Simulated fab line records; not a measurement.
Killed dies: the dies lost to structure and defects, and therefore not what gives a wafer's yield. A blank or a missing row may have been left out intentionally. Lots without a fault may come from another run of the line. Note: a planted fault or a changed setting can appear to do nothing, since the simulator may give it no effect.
Lot-split experiment :: flow n5_finfet :: 21 wafers read from 7 lots, route of 1938 steps

== THE SPLIT ==
At N5_BEOL_M9_ETCH_66 (etches SOC in N2/H2, target depth 80 nm, overetch 16 nm, time 120 s), the setting bias_w was moved away from the recipe's 150 W on 5 of the 21 wafers read, by -11.6% to +13.1%. For the rest of the wafers, this setting stayed at what the recipe calls for.

The reading is taken at the split's own step.

== THE READING ==
rf_vpp_V, in V, at N5_BEOL_M9_ETCH_66 (etches SOC in N2/H2, target depth 80 nm, overetch 16 nm, time 120 s). Fault-free wafers of this fab line usually give 525.7 V, standard deviation 2.1 V.

wafer: L076.1
tool, chamber at the split: rie_diel-04, 1
bias_w as run, W: 150
against the recipe: recipe
rf_vpp_V, V: 527.2
against lot-mates on the recipe: -

wafer: L076.2
tool, chamber at the split: rie_diel-04, 3
bias_w as run, W: 150
against the recipe: recipe
rf_vpp_V, V: 525.0
against lot-mates on the recipe: -

wafer: L076.6
tool, chamber at the split: rie_diel-04, 2
bias_w as run, W: 150
against the recipe: recipe
rf_vpp_V, V: 528.7
against lot-mates on the recipe: -

wafer: L078.1
tool, chamber at the split: rie_diel-06, 0
bias_w as run, W: 156.8
against the recipe: +4.5%
rf_vpp_V, V: 539.0
against lot-mates on the recipe: +13.2

wafer: L078.4
tool, chamber at the split: rie_diel-06, 1
bias_w as run, W: 150
against the recipe: recipe
rf_vpp_V, V: 525.8
against lot-mates on the recipe: -

wafer: L078.5
tool, chamber at the split: rie_diel-06, 3
bias_w as run, W: 156.8
against the recipe: +4.5%
rf_vpp_V, V: 538.4
against lot-mates on the recipe: +12.6

wafer: L081.3
tool, chamber at the split: rie_diel-03, 3
bias_w as run, W: 150
against the recipe: recipe
rf_vpp_V, V: 527.2
against lot-mates on the recipe: -

wafer: L081.4
tool, chamber at the split: rie_diel-03, 3
bias_w as run, W: 150
against the recipe: recipe
rf_vpp_V, V: 528.2
against lot-mates on the recipe: -

wafer: L081.6
tool, chamber at the split: rie_diel-03, 0
bias_w as run, W: 150
against the recipe: recipe
rf_vpp_V, V: 527.4
against lot-mates on the recipe: -

wafer: L084.1
tool, chamber at the split: rie_diel-06, 0
bias_w as run, W: 150
against the recipe: recipe
rf_vpp_V, V: 524.8
against lot-mates on the recipe: -

wafer: L084.4
tool, chamber at the split: rie_diel-06, 2
bias_w as run, W: 150
against the recipe: recipe
rf_vpp_V, V: 522.8
against lot-mates on the recipe: -

wafer: L084.6
tool, chamber at the split: rie_diel-06, 2
bias_w as run, W: 169.7
against the recipe: +13.1%
rf_vpp_V, V: 565.0
against lot-mates on the recipe: +41.2

wafer: L085.2
tool, chamber at the split: rie_diel-04, 0
bias_w as run, W: 150
against the recipe: recipe
rf_vpp_V, V: 524.5
against lot-mates on the recipe: -

wafer: L085.5
tool, chamber at the split: rie_diel-04, 0
bias_w as run, W: 150
against the recipe: recipe
rf_vpp_V, V: 525.5
against lot-mates on the recipe: -

wafer: L085.6
tool, chamber at the split: rie_diel-04, 3
bias_w as run, W: 150
against the recipe: recipe
rf_vpp_V, V: 525.5
against lot-mates on the recipe: -

wafer: L088.1
tool, chamber at the split: rie_diel-04, 3
bias_w as run, W: 150
against the recipe: recipe
rf_vpp_V, V: 525.0
against lot-mates on the recipe: -

wafer: L088.5
tool, chamber at the split: rie_diel-04, 0
bias_w as run, W: 132.6
against the recipe: -11.6%
rf_vpp_V, V: 486.7
against lot-mates on the recipe: -38.3

wafer: L088.6
tool, chamber at the split: rie_diel-04, 1
bias_w as run, W: 132.6
against the recipe: -11.6%
rf_vpp_V, V: 485.2
against lot-mates on the recipe: -39.8

wafer: L090.1
tool, chamber at the split: rie_diel-03, 3
bias_w as run, W: 150
against the recipe: recipe
rf_vpp_V, V: 528.7
against lot-mates on the recipe: -

wafer: L090.2
tool, chamber at the split: rie_diel-03, 3
bias_w as run, W: 150
against the recipe: recipe
rf_vpp_V, V: 528.5
against lot-mates on the recipe: -

wafer: L090.5
tool, chamber at the split: rie_diel-03, 3
bias_w as run, W: 150
against the recipe: recipe
rf_vpp_V, V: 527.7
against lot-mates on the recipe: -

FIT RESULTS
A straight line over all 21 wafers: rf_vpp_V changes by +3.22 V for each +1% of bias_w; r = +0.99; the points scatter about the line by 2.1 V.
The same after taking each lot's own level away (the mean of its wafers on the recipe; 21 wafers): +3.24 V for each +1%; r = +1.00; scatter 1.1 V.
According to that fit, moving bias_w by its largest amount changes the reading by 43 V.
From 523.80 to 528.30 V: that is the span of the lots' own levels, equal to 2.1 times the standard deviation above.
The two slopes agree, so the slope changes little with the lot-to-lot level.
Check: +42.8 V against its lot-mates is what the line predicts for one of the wafers moved furthest among these (+13.1%) when that wafer is left out of the fit. Against them it came out at +41.2 V.
Tool readings at the split's step, against how far the setting was moved: rf_vpp_V r = +0.99.

== OTHER SPLITS APPLIED TO THESE WAFERS ==
Other splits were also applied to these wafers ahead of the reading. Each is held against what the fit with the lots' levels taken away leaves over:
other split on the same wafers: N5_BEOL_M7_DESCUM_33 time_s
wafers away from the commonest value: 11
r with rf_vpp_V (lot level and that fit taken away): +0.25

== THE WHOLE CHAIN: every reading that the file lists as answering this split, in the file's order ==
step: N5_BEOL_M9_ETCH_66
what it does: etches SOC in N2/H2, target depth 80 nm, overetch 16 nm, time 120 s
reading: rf_vpp_V
change (the file's fit): +3.21 V for each +1% of the setting
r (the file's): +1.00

step: N5_BEOL_M9_ETCH_66
what it does: etches SOC in N2/H2, target depth 80 nm, overetch 16 nm, time 120 s
reading: SiARC_of_BEOL_M9_COAT_64.thk_nm (the simulator's own value, which no gauge read)
change (the file's fit): -0.0767 nm for each +1% of the setting
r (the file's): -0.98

== FILE'S OWN FIT ==
rf_vpp_V changes by +3.21 V for each +1% of bias_w, r = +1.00.
